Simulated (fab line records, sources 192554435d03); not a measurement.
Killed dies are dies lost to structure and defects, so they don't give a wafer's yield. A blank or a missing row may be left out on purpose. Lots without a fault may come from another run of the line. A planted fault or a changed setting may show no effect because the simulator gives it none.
Split-lot experiment | flow n5_finfet | 7 lots, 39 wafers read, on a route of 1938 steps

THE SPLIT
At N5_HKMG_FIN_ETCH_54 (etches SiARC in CF4, target depth 45.5 nm, time 75.8 s), the setting source_w was moved away from the recipe's 545 W on 18 of the 39 wafers read, by -18.8% to +17.7%. The other wafers ran this setting at the recipe's value.

The reading is taken at the split's own step.

THE READING
rf_vpp_V, in V, at N5_HKMG_FIN_ETCH_54 (etches SiARC in CF4, target depth 45.5 nm, time 75.8 s). Fault-free wafers of this fab line usually give 184.2 V, standard deviation 1.2 V.

wafer  | tool, chamber at the split | source_w as run, W | against the recipe | rf_vpp_V, V | against lot-mates on the recipe
L077.1 | rie_diel-05, 1             | 586.7              | +7.7%              | 180.2       | -3.7
L077.2 | rie_diel-05, 2             | 586.7              | +7.7%              | 179.5       | -4.4
L077.3 | rie_diel-05, 3             | 545                | recipe             | 184.0       | -
L077.4 | rie_diel-05, 0             | 545                | recipe             | 183.0       | -
L077.5 | rie_diel-05, 0             | 586.7              | +7.7%              | 179.6       | -4.3
L077.6 | rie_diel-05, 3             | 545                | recipe             | 184.8       | -
L084.1 | rie_diel-05, 2             | 545                | recipe             | 185.7       | -
L084.2 | rie_diel-05, 3             | 641.7              | +17.7%             | 174.9       | -9.5
L084.3 | rie_diel-05, 0             | 545                | recipe             | 183.5       | -
L084.4 | rie_diel-05, 1             | 545                | recipe             | 184.0       | -
L084.5 | rie_diel-05, 0             | 641.7              | +17.7%             | 173.8       | -10.6
L084.6 | rie_diel-05, 1             | 641.7              | +17.7%             | 174.4       | -10.0
L086.1 | rie_diel-02, 3             | 545                | recipe             | 183.1       | -
L086.2 | rie_diel-02, 0             | 545                | recipe             | 184.5       | -
L086.3 | rie_diel-02, 2             | 545                | recipe             | 184.3       | -
L086.4 | rie_diel-02, 1             | 619                | +13.6%             | 177.8       | -6.2
L086.5 | rie_diel-02, 3             | 619                | +13.6%             | 176.1       | -7.9
L086.6 | rie_diel-02, 0             | 619                | +13.6%             | 176.5       | -7.5
L091.1 | rie_diel-02, 1             | 545                | recipe             | 186.3       | -
L091.2 | rie_diel-02, 3             | 633.8              | +16.3%             | 174.0       | -11.2
L091.3 | rie_diel-02, 2             | 633.8              | +16.3%             | 176.1       | -9.1
L091.4 | rie_diel-02, 0             | 545                | recipe             | 184.7       | -
L091.5 | rie_diel-02, 3             | 545                | recipe             | 184.7       | -
L091.6 | rie_diel-02, 2             | 633.8              | +16.3%             | 174.8       | -10.4
L092.1 | rie_diel-06, 0             | 545                | recipe             | 185.2       | -
L092.2 | rie_diel-06, 2             | 491.5              | -9.8%              | 189.3       | +5.3
L092.3 | rie_diel-06, 3             | 545                | recipe             | 185.4       | -
L092.4 | rie_diel-06, 3             | 491.5              | -9.8%              | 193.6       | +9.6
L092.5 | rie_diel-06, 2             | 491.5              | -9.8%              | 188.8       | +4.8
L092.6 | rie_diel-06, 0             | 545                | recipe             | 181.5       | -
L095.2 | rie_diel-02, 1             | 545                | recipe             | 186.0       | -
L095.3 | rie_diel-02, 3             | 545                | recipe             | 183.2       | -
L095.5 | rie_diel-02, 3             | 545                | recipe             | 183.8       | -
L096.1 | rie_diel-02, 0             | 442.5              | -18.8%             | 197.7       | +13.0
L096.2 | rie_diel-02, 2             | 442.5              | -18.8%             | 199.7       | +15.0
L096.3 | rie_diel-02, 1             | 545                | recipe             | 186.2       | -
L096.4 | rie_diel-02, 3             | 442.5              | -18.8%             | 196.4       | +11.7
L096.5 | rie_diel-02, 3             | 545                | recipe             | 183.1       | -
L096.6 | rie_diel-02, 2             | 545                | recipe             | 184.8       | -

THE FIT
A straight line over all 39 wafers: rf_vpp_V changes by -0.624 V for each +1% of source_w; r = -0.98; the points scatter about the line by 1.3 V.
The same after taking each lot's own level away (the mean of its wafers on the recipe; 39 wafers): -0.626 V for each +1%; r = -0.98; scatter 1.3 V.
On that fit, the largest move of source_w shifts the reading by 12 V.
The lots' own levels span 183.93 to 185.23 V, that is 1.1 times the standard deviation above.
So the lot-to-lot level changes the slope little: the two slopes agree.
Check: with one of the wafers moved furthest among these (-18.8%) left out of the fit, the line predicts +12 V for it against its lot-mates. It came out at +13 V against them.
Tool readings at the split's step, against how far the setting was moved: etch_rf_on_time_s r = -0.98; rf_vpp_V r = -0.98.

OTHER SPLITS ON THESE WAFERS
These wafers also went through other splits before the reading. Each is held against what the fit with the lots' levels taken away leaves over:
other split on the same wafers          | wafers away from the commonest value | r with rf_vpp_V (lot level and that fit taken away)
N5_FIN_SAQP_ETCH_34 source_w            | 12                                   | +0.06
N5_DUMMY_GATE_EXPOSE_12 dose_mj         | 15                                   | -0.13
N5_SD_EPI_P_SD_RECESS_17 target_depth_a | 15                                   | +0.12

THE WHOLE CHAIN: every reading that the file lists as answering this split, in the file's order
step                | what it does                                           | reading           | change (the file's fit)              | r (the file's)
N5_HKMG_FIN_ETCH_54 | etches SiARC in CF4, target depth 45.5 nm, time 75.8 s | etch_rf_on_time_s | withheld for each +1% of the setting | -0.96
N5_HKMG_FIN_ETCH_54 | etches SiARC in CF4, target depth 45.5 nm, time 75.8 s | rf_vpp_V          | -0.618 V for each +1% of the setting | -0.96

THE FILE'S OWN FIT
rf_vpp_V changes by -0.618 V for each +1% of source_w, r = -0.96.
